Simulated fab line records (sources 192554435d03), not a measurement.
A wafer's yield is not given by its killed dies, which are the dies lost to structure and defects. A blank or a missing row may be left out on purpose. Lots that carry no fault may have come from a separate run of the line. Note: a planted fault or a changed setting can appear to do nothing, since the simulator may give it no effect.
fab line records	flow n5-finfet
record: lots: 6	wafers: 18	last-day: 19
route steps=1938 shown BEOL_M3@1019 BEOL_M4@1021 PASSIVATION@1936
lots that met no fault: from a run of the same line without faults
start-h: hours from the record's first day to the start of the lot's first wafer shown	wait-h: hours from the lot's prior step to this one	" the same as in the row above	L1.1+2: several wafers, shown together as one row	- value missing, or start not given	* or withheld: withheld	< > ~ a bound
route shown NAME@n: NAME is a module with steps in the file, n the number in the route of the first one	usual: average and standard deviation across the fault-free wafers	same: alike in all rows	chamber/n: place in a boat	sites: readings site by site	_std_site: the values' standard deviation	_edge_site: outer sites' mean less inner sites'	radius-mm: how far each site lies from the wafer's centre	mask NAME#n: copy n	behind: the tool/chamber that last shaped the wafer	hold: what put the lot on hold/how long, in hours/how the hold closed	device: transistor that didn't switch, given as n, p or np	end of line: tests run on the same wafers once the route is complete	step lacking rows: just its recipe	killed: dies that structure and defects cost at the first sort, which is not the same as the wafer's yield	map: the dies of a wafer, with x for killed, . for not killed, _ for no die there
set.NAME: the setting as run; set.NAME@STEP: as run at that earlier step	model.NAME: the simulator's own value behind a step, which no gauge read
lots at some steps of the route; a table a step, a row a wafer
services: a tool's chamber out of use, with start hour (start-h, from the record's first day; less than 0 if before it), hours out, and reason
== steps ==
step: N5_BEOL_M3_RS_MEAS_58
recipe: thk-meas-gauge: four-point-probe	reads: Co_of_BEOL_M3_CO_CAP_55+Cu_of_BEOL_M3_ECD_50+Co_of_BEOL_M3_CVD_47+TaN_of_BEOL_M3_ALD_84
usual: M3_RS: 0.68/0.033
lot.wafer	tool	chamber	start-h	wait-h	M3_RS[ohm/sq]
L383.2	film-metro-01	-	173.01	0.1	0.66
L383.4	"	-	"	"	0.65
L383.6	"	-	"	"	0.62
L392.4	film-metro-02	-	231.66	0.1	0.64
L392.5	"	-	"	"	0.63
L392.6	"	-	"	"	0.66
L400.2	film-metro-01	-	279.02	0.1	0.71
L400.3	"	-	"	"	0.68
L400.5	"	-	"	"	0.68
L399.2	film-metro-02	-	280.08	0.1	0.66
L399.4	"	-	"	"	0.65
L399.5	"	-	"	"	0.72
L404.1	film-metro-02	-	297.45	0.0	0.76
L404.3	"	-	"	"	0.71
L404.6	"	-	"	"	0.72
L405.1	film-metro-01	-	302.87	0.0	0.67
L405.2	"	-	"	"	0.70
L405.6	"	-	"	"	0.67
step: N5_BEOL_M3_INSPECT_59
recipe: inspect-instrument: darkfield	mode: post-dep
usual: raw-defect-count: 73/19
lot.wafer	tool	chamber	start-h	wait-h	raw-defect-count
L383.2	defect-inspect-01	-	173.04	0.0	76
L383.4	"	-	"	"	57
L383.6	"	-	"	"	61
L392.4	defect-inspect-02	-	231.68	0.0	79
L392.5	"	-	"	"	116
L392.6	"	-	"	"	99
L400.2	defect-inspect-01	-	279.04	0.0	76
L400.3	"	-	"	"	51
L400.5	"	-	"	"	69
L399.2	defect-inspect-02	-	280.11	0.0	60
L399.4	"	-	"	"	45
L399.5	"	-	"	"	83
L404.1	defect-inspect-02	-	297.47	0.0	59
L404.3	"	-	"	"	75
L404.6	"	-	"	"	106
L405.1	defect-inspect-01	-	302.90	0.0	73
L405.2	"	-	"	"	52
L405.6	"	-	"	"	89
step: N5_BEOL_M4_ILD_DEP_00
recipe: material: SiOC	target-thk-a: 790	temp-c: 350	precursor: DEMS/O2	pressure-torr: 5	rf-w: 500	time-s: 15.3
usual: heater-power-w: 532/96	showerhead-plenum-p-Torr: 5.704/0.016	showerhead-vpp-V: 1383/57	susceptor-temp-C: 350.00/0.21	throttle-valve-pct: 12.1/1.2
lot.wafer	tool	chamber	start-h	wait-h	heater-power-w	showerhead-plenum-p-Torr	showerhead-vpp-V	susceptor-temp-C	throttle-valve-pct
L383.2	pecvd-03	2	173.08	0.0	645	5.723	1346	349.89	10.7
L383.4	"	2	"	"	665	5.701	1344	350.04	10.4
L383.6	"	0	"	"	495	5.692	1292	350.07	14.5
L392.4	pecvd-03	0	231.73	0.1	591	5.679	1280	350.02	14.4
L392.5	"	1	"	"	537	5.707	1408	350.19	12.9
L392.6	"	2	"	"	653	5.711	1327	350.09	10.8
L400.2	pecvd-04	0	279.08	0.0	506	5.683	1432	350.24	11.6
L400.3	"	1	"	"	370	5.691	1480	349.83	12.6
L400.5	"	1	"	"	381	5.689	1458	349.87	12.8
L399.2	pecvd-01	2	280.15	0.0	708	5.702	1358	350.24	11.4
L399.4	"	0	"	"	553	5.717	1433	349.75	11.4
L399.5	"	2	"	"	694	5.682	1357	350.33	11.5
L404.1	pecvd-04	0	297.51	0.0	533	5.687	1422	350.09	11.3
L404.3	"	2	"	"	481	5.713	1437	350.30	11.4
L404.6	"	2	"	"	499	5.706	1446	350.04	11.0
L405.1	pecvd-04	1	302.94	0.0	412	5.678	1444	349.91	12.7
L405.2	"	0	"	"	460	5.704	1427	349.78	11.1
L405.6	"	0	"	"	475	5.694	1444	349.82	11.5
step: N5_BEOL_M4_THK_MEAS_01
recipe: reads: SiOC_of_BEOL_M4_ILD_DEP_00
usual: M4_ILD_THK: 78.8/0.92
lot.wafer	tool	chamber	start-h	wait-h	M4_ILD_THK[nm]
L383.2	film-metro-02	-	173.14	0.1	78.0
L383.4	"	-	"	"	79.7
L383.6	"	-	"	"	78.3
L392.4	film-metro-02	-	231.79	0.0	79.0
L392.5	"	-	"	"	78.5
L392.6	"	-	"	"	79.1
L400.2	film-metro-02	-	279.15	0.1	78.8
L400.3	"	-	"	"	79.6
L400.5	"	-	"	"	79.9
L399.2	film-metro-02	-	280.21	0.1	78.5
L399.4	"	-	"	"	79.3
L399.5	"	-	"	"	80.1
L404.1	film-metro-01	-	297.58	0.0	78.7
L404.3	"	-	"	"	78.1
L404.6	"	-	"	"	79.3
L405.1	film-metro-01	-	303.00	0.0	79.5
L405.2	"	-	"	"	78.7
L405.6	"	-	"	"	79.1
step: N5_BEOL_M4_PECVD_72
recipe: material: SiO2	target-thk-a: 160	temp-c: 400	precursor: TEOS/O2	pressure-torr: 5.5	rf-w: 450	teos-flow-sccm: 53.8	gas: O2	flow-sccm: 3000	time-s: 18
usual: heater-power-w: 779/150	showerhead-plenum-p-Torr: 8.82/0.063	showerhead-vpp-V: 1323/47	susceptor-temp-C: 399.99/0.22	throttle-valve-pct: 22.3/1.8
lot.wafer	tool	chamber	start-h	wait-h	heater-power-w	showerhead-plenum-p-Torr	showerhead-vpp-V	susceptor-temp-C	throttle-valve-pct
L383.2	pecvd-03	2	173.18	0.0	884	8.88	1259	400.24	19.9
L383.4	"	1	"	"	799	8.89	1332	400.28	23.7
L383.6	"	0	"	"	753	8.74	1219	399.87	27.2
L392.4	pecvd-04	2	231.84	0.1	663	8.84	1381	399.89	21.2
L392.5	"	0	"	"	657	8.76	1330	400.32	21.1
L392.6	"	2	"	"	682	8.86	1372	400.01	21.4
L400.2	pecvd-03	2	279.18	0.0	841	8.88	1242	399.87	20.1
L400.3	"	1	"	"	797	8.90	1329	399.79	23.4
L400.5	"	1	"	"	761	8.90	1369	399.76	23.3
L399.2	pecvd-03	1	280.25	0.0	820	8.90	1320	400.41	23.6
L399.4	"	0	"	"	857	8.74	1247	400.07	27.3
L399.5	"	1	"	"	833	8.88	1314	400.30	23.4
L404.1	pecvd-01	0	297.61	0.0	755	8.88	1375	399.89	21.3
L404.3	"	2	"	"	918	8.76	1303	399.83	21.4
L404.6	"	1	"	"	607	8.87	1350	399.87	22.4
L405.1	pecvd-01	2	303.04	0.0	1087	8.76	1292	399.79	21.4
L405.2	"	1	"	"	652	8.84	1338	400.33	22.6
L405.6	"	0	"	"	729	8.87	1340	400.12	21.1
step: N5_BEOL_M4_HM_DEP_02
recipe: material: TiN	target-thk-a: 200	temp-c: 25	chamber-pressure-pa: 0.49996
usual: susceptor-temp-C: 24.99/0.11	throttle-valve-pct: 30.0/1.2
lot.wafer	tool	chamber	start-h	wait-h	susceptor-temp-C	throttle-valve-pct
L383.2	pvd-sputter-03	-	174.98	1.8	24.94	30.1
L383.4	"	-	"	"	25.00	28.6
L383.6	"	-	"	"	24.94	29.9
L392.4	pvd-sputter-03	-	231.89	0.0	25.05	30.1
L392.5	"	-	"	"	24.98	30.3
L392.6	"	-	"	"	25.05	30.0
L400.2	pvd-sputter-02	-	280.77	1.6	25.15	30.3
L400.3	"	-	"	"	25.17	28.5
L400.5	"	-	"	"	25.28	28.6
L399.2	pvd-sputter-02	-	281.13	0.9	24.91	29.5
L399.4	"	-	"	"	25.09	30.3
L399.5	"	-	"	"	24.96	28.8
L404.1	pvd-sputter-01	-	298.80	1.2	24.99	30.5
L404.3	"	-	"	"	24.88	31.6
L404.6	"	-	"	"	24.91	31.5
L405.1	pvd-sputter-02	-	303.60	0.5	25.15	28.7
L405.2	"	-	"	"	25.12	29.7
L405.6	"	-	"	"	24.92	28.2
step: N5_BEOL_M4_COAT_61
recipe: resist: SOC	temp-c: 250	time-s: 60	spin-rpm: 1500	resist-thk-nm: 60
step: N5_BEOL_M4_COAT_62
recipe: resist: SiARC	temp-c: 220	time-s: 60	spin-rpm: 1500	resist-thk-nm: 12
step: N5_BEOL_M4_COAT_73
recipe: resist: underlayer	temp-c: 205	time-s: 60	spin-rpm: 1500	resist-thk-nm: 5
step: N5_BEOL_M4_COAT_05
recipe: resist: CAR-EUV	spin-rpm: 1500	resist-thk-nm: 30
step: N5_BEOL_M4_EBR_07
recipe: solvent: PGMEA	ebr-width-mm: 1.5
step: N5_BEOL_M4_SOFTBAKE_06
recipe: temp-c: 110	time-s: 60	resist: CAR-EUV
step: N5_BEOL_M4_EXPOSE_08
recipe: mask-id: M4	na: 0.33	source-shape: dipole	sigma-inner: 0.369	sigma-outer: 0.767	polarization: unpolarized	dose-mj: 41.25
same: na: 0.33
lot.wafer	tool	chamber	start-h	wait-h	mask	model.BEOL_M4.overlay-x-nm
L383.2+4+6	euv-scanner-01	0	175.26	-	M4#0	0
L392.4+5+6	euv-scanner-02	0	232.30	-	M4#0	0.2
L400.2+3+5	euv-scanner-02	0	281.04	-	M4#0	4
L399.2+4+5	euv-scanner-02	0	281.40	-	M4#0	3.6
L404.1+3+6	euv-scanner-01	0	299.18	-	M4#0	0.2
L405.1+2+6	euv-scanner-01	0	303.86	-	M4#0	-0.2
step: N5_BEOL_M4_PEB_09
recipe: peb-temp-c: 100	peb-time-s: 60	resist: CAR-EUV
step: N5_BEOL_M4_DEVELOP_10
recipe: develop-time-s: 30	developer: TMAH	resist: CAR-EUV	rinse-liquid: surfactant-rinse	dry: air-spin	dev-temp-c: 23
step: N5_BEOL_M4_CD_MEAS_11
recipe: target-cd-nm: 16.79	landing-energy-ev: 500	detector: se-inlens	polarity: opening
usual: cd-nm: 16.84/0.28
lot.wafer	tool	chamber	start-h	wait-h	cd-nm
L383.2	cd-sem-02	0	175.38	-	16.77
L383.4	"	0	"	"	16.50
L383.6	"	0	"	"	16.92
L392.4	cd-sem-03	0	232.42	-	16.84
L392.5	"	0	"	"	16.53
L392.6	"	0	"	"	16.82
L400.2	cd-sem-01	0	281.17	-	16.49
L400.3	"	0	"	"	16.68
L400.5	"	0	"	"	16.70
L399.2	cd-sem-03	0	281.53	-	16.82
L399.4	"	0	"	"	17.04
L399.5	"	0	"	"	16.79
L404.1	cd-sem-03	0	299.31	-	16.91
L404.3	"	0	"	"	16.66
L404.6	"	0	"	"	17.11
L405.1	cd-sem-02	0	303.99	-	16.87
L405.2	"	0	"	"	17.05
L405.6	"	0	"	"	17.21
step: N5_BEOL_M4_OVL_MEAS_12
recipe: points-per-wafer: 522
usual: M4_OVL: -0.1/0.71
lot.wafer	tool	chamber	start-h	wait-h	M4_OVL[nm]
L383.2	overlay-02	0	175.42	0.0	0.0
L383.4	"	0	"	"	-0.3
L383.6	"	0	"	"	-0.7
L392.4	overlay-02	0	232.46	0.0	1.2
L392.5	"	0	"	"	1.4
L392.6	"	0	"	"	-0.1
L400.2	overlay-01	0	281.20	0.0	5.5
L400.3	"	0	"	"	5.4
L400.5	"	0	"	"	5.0
L399.2	overlay-02	0	281.56	0.0	3.7
L399.4	"	0	"	"	3.4
L399.5	"	0	"	"	2.9
L404.1	overlay-01	0	299.35	0.0	-0.4
L404.3	"	0	"	"	0.1
L404.6	"	0	"	"	0.0
L405.1	overlay-02	0	304.02	0.0	-0.1
L405.2	"	0	"	"	-0.9
L405.6	"	0	"	"	0.8
step: N5_BEOL_M4_INSPECT_13
recipe: mode: adi	inspect-instrument: brightfield
usual: raw-defect-count: 445/110
lot.wafer	tool	chamber	start-h	wait-h	raw-defect-count
L383.2	defect-inspect-01	-	175.47	0.0	381
L383.4	"	-	"	"	311
L383.6	"	-	"	"	431
L392.4	defect-inspect-02	-	232.51	0.0	459
L392.5	"	-	"	"	568
L392.6	"	-	"	"	435
L400.2	defect-inspect-01	-	281.25	0.0	529
L400.3	"	-	"	"	405
L400.5	"	-	"	"	488
L399.2	defect-inspect-01	-	281.61	0.0	277
L399.4	"	-	"	"	282
L399.5	"	-	"	"	403
L404.1	defect-inspect-01	-	299.40	0.1	410
L404.3	"	-	"	"	279
L404.6	"	-	"	"	398
L405.1	defect-inspect-01	-	304.08	0.1	450
L405.2	"	-	"	"	453
L405.6	"	-	"	"	479
step: N5_BEOL_M4_RC_MEAS_101
usual: DIBL_N: 36.0/2.2	DIBL_P: 36.2/2.4	IOFF_N: 0.16/0.035	IOFF_P: 0.21/0.037	ION_N: 672/13	ION_P: 461/7	SS_N: 71.4/0.69	SS_P: 73.2/0.75	VT_N: 250/3.4	VT_P: -251/3
lot.wafer	tool	chamber	start-h	wait-h	DIBL_N[mV/V]	DIBL_P[mV/V]	IOFF_N[nA/um]	IOFF_P[nA/um]	ION_N[uA/um]	ION_P[uA/um]	SS_N[mV/dec]	SS_P[mV/dec]	VT_N[mV]	VT_P[mV]
L383.2	prober-01	0	205.17	0.2	36.3	36.5	0.16	0.20	671	455	72.0	73.4	250	-253
L383.4	"	0	"	"	35.2	36.3	0.15	0.20	683	467	70.9	73.0	247	-252
L383.6	"	0	"	"	36.4	37.6	0.18	0.21	677	460	72.2	73.9	244	-252
L392.4	prober-02	0	261.53	0.5	38.8	40.7	0.18	0.24	673	463	71.8	73.6	249	-246
L392.5	"	0	"	"	37.5	39.5	0.16	0.21	654	452	72.1	73.4	250	-254
L392.6	"	0	"	"	41.8	43.7	0.25	0.29	689	473	72.7	74.8	245	-244
L400.2	prober-01	0	302.81	0.2	33.9	33.1	0.11	0.17	657	458	70.2	72.8	253	-254
L400.3	"	0	"	"	36.3	35.1	0.14	0.19	669	457	71.1	73.5	251	-251
L400.5	"	0	"	"	34.0	33.0	0.11	0.16	649	454	70.1	72.9	253	-253
L399.2	prober-02	0	304.09	0.2	37.9	37.9	0.20	0.23	682	456	72.3	73.2	247	-250
L399.4	"	0	"	"	34.1	35.1	0.13	0.17	663	456	70.9	72.7	251	-255
L399.5	"	0	"	"	33.5	32.2	0.11	0.15	655	451	71.3	72.3	255	-254
L404.1	prober-02	0	333.77	0.0	37.3	34.7	0.16	0.23	680	469	71.4	72.3	247	-246
L404.3	"	0	"	"	38.3	36.8	0.18	0.26	691	480	71.2	74.1	248	-245
L404.6	"	0	"	"	37.3	34.7	0.16	0.22	675	466	71.4	72.6	250	-246
L405.1	prober-02	0	338.03	0.0	31.7	32.4	0.11	0.14	658	455	70.7	72.2	257	-258
L405.2	"	0	"	"	32.4	33.1	0.11	0.15	669	459	70.8	72.2	255	-256
L405.6	"	0	"	"	31.6	31.1	0.11	0.13	657	447	70.8	71.9	253	-255
step: N5_PASSIVATION_PROBE_49
usual: defect-limited-yield: 91.2/1.4	killed_at_M0_to_M3: 34/9.4	killed_at_M4_up: 14/5.6	killed-at-contacts: 13/7.8	killed-at-front-end: 37/10	killed-at-other: 4/3.3	killed-dies: 103/17	killed-open: 68/13	killed-short: 33/8.2	sort_bin_4_leakage: 0.00/0.0071	sort_bin_5_function: 5.1/0.92	sort_bin_6_memory: 3.3/0.71	sort-n-pass: 1077/17	sort-yield-pct: 91.2/1.4
same: gross-dies: 1180	killed-at-back-side: 0	sort_bin_8_speed[%]: 0
lot.wafer	tool	chamber	start-h	wait-h	defect-limited-yield[%]	killed_at_M0_to_M3	killed_at_M4_up	killed-at-contacts	killed-at-front-end	killed-at-other	killed-dies	killed-open	killed-short	sort_bin_4_leakage[%]	sort_bin_5_function[%]	sort_bin_6_memory[%]	sort-n-pass	sort-yield-pct[%]
L383.2	prober-02	-	310.52	0.1	91.4	36	3	31	28	4	102	71	30	0	5.1	3.1	1078	91.4
L383.4	prober-02	-	310.62	0.2	91.9	25	11	32	22	5	95	58	31	0	5.0	2.5	1085	91.9
L383.6	prober-02	-	310.72	0.3	88.1	31	7	51	51	1	141	101	40	0	6.8	4.7	1039	88.1
killed by level:class
L383.2 MOL_CONTACT_COAG:geometric-particle:open=25 BEOL_M3:geometric-particle:open=9 BEOL_M0_SAQP:geometric-particle:open=8 BEOL_M0_SAQP:geometric-particle:short=8 FIN_SAQP:geometric-particle:open=6 MOL_CONTACT_COAG:geometric-particle:short=6 BEOL_M2:geometric-particle:open=5 FIN_SAQP:geometric-particle:short=4
L383.4 MOL_CONTACT_COAG:geometric-particle:open=25 MOL_CONTACT_COAG:geometric-particle:short=7 BEOL_M1:geometric-particle:open=7 BEOL_M0_SAQP:geometric-particle:short=5 BEOL_M1:geometric-particle:short=5 HKMG_FIN:area-etch=5 DUMMY_GATE:geometric-particle:open=3 BEOL_M0_SAQP:geometric-particle:open=3
L383.6 MOL_CONTACT_COAG:geometric-particle:open=42 STI_FIN_REVEAL:geometric-particle:open=13 FIN_SAQP:geometric-particle:short=9 MOL_CONTACT_COAG:geometric-particle:short=9 FIN_SAQP:geometric-particle:open=7 BEOL_M0_SAQP:geometric-particle:short=7 BEOL_M2:geometric-particle:open=7 DUMMY_GATE:geometric-particle:open=5
== services ==
tool	chamber	start-h	hours	kind
pecvd-01	0	152.59	28.6	repair
euv-scanner-02	-	161.81	1.0	pm
euv-scanner-02	0	163.98	-	calibration
pvd-sputter-02	-	183.42	2.3	repair
pecvd-04	0	185.76	4.8	repair
pecvd-01	-	188.11	1.8	repair
euv-scanner-01	0	195.12	-	calibration
euv-scanner-01	-	200.45	1.0	pm
euv-scanner-02	-	203.30	3.1	repair
pecvd-01	0	206.51	20.5	repair
pecvd-01	2	217.49	2.1	scheduled-down
euv-scanner-02	-	217.96	1.0	pm
pecvd-04	-	224.36	1.5	repair
pecvd-03	0	225.67	2.2	repair
euv-scanner-02	-	231.02	0.7	repair
euv-scanner-01	-	245.13	0.6	repair
euv-scanner-01	-	256.58	1.0	pm
pecvd-03	1	263.70	5.5	scheduled-down
euv-scanner-02	-	274.11	1.0	pm
euv-scanner-01	-	274.20	0.8	repair
euv-scanner-01	-	294.33	4.6	pm
euv-scanner-02	-	302.26	4.6	pm
== key ==
first-sign: step: N5_BEOL_M4_OVL_MEAS_12	reading: M4_OVL	direction: up	sigmas: 6.2	usual: -0.1	struck: 4.3
effect none on later readings
model-effect: step: N5_BEOL_M4_EXPOSE_08	value: BEOL_M4.overlay-x-nm	without: -0.2	struck: 3.8
met-at N5_BEOL_M4_EXPOSE_08
struck-wafers L399.2,L399.4,L399.5,L400.2,L400.3,L400.5
onset-between 232.30 281.04
also-fits N5_BEOL_M4_PECVD_72:pecvd-03
fault: kind: scanner-matching-overlay	tool: euv-scanner-02	chamber: -	onset-h: 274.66	steps: N5_BEOL_M4_EXPOSE_08	offset: 4.0253
